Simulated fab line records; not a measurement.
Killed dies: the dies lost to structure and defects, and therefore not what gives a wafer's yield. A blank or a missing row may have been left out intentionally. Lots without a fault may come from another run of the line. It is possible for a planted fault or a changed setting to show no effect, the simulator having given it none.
The same fault as seen by 2 desks :: flow nand-harc :: numbers are kept per desk, each desk with only its own; the story behind them comes last

== FOR THE TOOL OWNER'S DESK: har-etch-02 ==
The tool's own readings at NHARC_A_CHANNEL_HOLE_D1_ETCH_19 (etches the open film in C4F8/O2/Ar, time 34.5 s): means of the sampled wafers that have a number, for each lot that ran on this tool. Any lot whose mean is over 4 standard deviations away from the usual mean is out of limits and marked OUT; that distance is given in the brackets.
Columns: A = drypump-motor-current-A at NHARC_A_CHANNEL_HOLE_D1_ETCH_19, usual 5.67 A; B = showerhead-plenum-p-Torr at NHARC_A_CHANNEL_HOLE_D1_ETCH_19, usual 3.78 Torr; C = throttle-valve-pct at NHARC_A_CHANNEL_HOLE_D1_ETCH_19, usual 37.038 %
lot: L222
first seen here: day 8 04:39
A: 5.76
B: 3.84
C: 37.041

lot: L225
first seen here: day 8 22:45
A: 5.76
B: 3.75
C: 37.036

lot: L227
first seen here: day 9 16:36
A: 5.81
B: 3.83
C: 37.037

lot: L230
first seen here: day 10 03:28
A: 5.75
B: 3.74
C: 37.038

lot: L240
first seen here: day 12 08:01
A: 5.75
B: 3.73
C: 37.041

lot: L242
first seen here: day 13 04:36
A: 5.77
B: 3.72
C: 37.036

lot: L243
first seen here: day 13 15:41
A: 5.75
B: 3.72
C: 37.041

lot: L244
first seen here: day 13 21:01
A: 5.77
B: 3.72
C: 37.047
This desk's verdict: no lot among the 8 shows anything out of limits.

== THE DEFECT DESK ==
Inspection counts along the route, by lot: the mean over sampled wafers that carry a number. Any lot whose mean is over 4 standard deviations away from the usual mean is out of limits and marked OUT; that distance is given in the brackets.
Columns: A = raw-defect-count at NHARC_A_CHANNEL_HOLE_D1_INSPECT_40, usual 61
lot: L222
first seen here: day 8 10:19
A: 50

lot: L225
first seen here: day 9 04:26
A: 294 (+15) OUT

lot: L227
first seen here: day 9 22:44
A: 331 (+17) OUT

lot: L230
first seen here: day 10 09:11
A: 335 (+17) OUT

lot: L234
first seen here: day 11 17:55
A: 73

lot: L238
first seen here: day 12 13:20
A: 78

lot: L240
first seen here: day 12 13:53
A: 54

lot: L239
first seen here: day 12 17:29
A: 82

lot: L242
first seen here: day 13 10:17
A: 62

lot: L243
first seen here: day 13 21:23
A: 69

lot: L244
first seen here: day 14 02:44
A: 64
This desk's finding: out of limits on L225, L227, L230; first on L225, day 9 04:26 (raw-defect-count at NHARC_A_CHANNEL_HOLE_D1_INSPECT_40). In limits: L222, L234, L238, L240, L239, L242, L243, L244.

== TAKEN TOGETHER ==
The defect desk could have raised an alarm at day 9 04:26, on L225, L227, L230.
Nothing out of limits was seen by the tool owner's desk.
Tool owner's desk: L225, L227, L230 on record, inside its limits.
NHARC_A_CHANNEL_HOLE_D1_ETCH_19 was run on har-etch-02 by each of the lots named.

== WHAT THE SIMULATOR HAD INSERTED ==
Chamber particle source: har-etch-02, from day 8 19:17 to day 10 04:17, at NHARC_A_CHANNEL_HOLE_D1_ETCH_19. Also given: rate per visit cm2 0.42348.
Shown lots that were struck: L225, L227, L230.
Hours from the fault's start to each desk's first reading out of limits: the defect desk, 9.
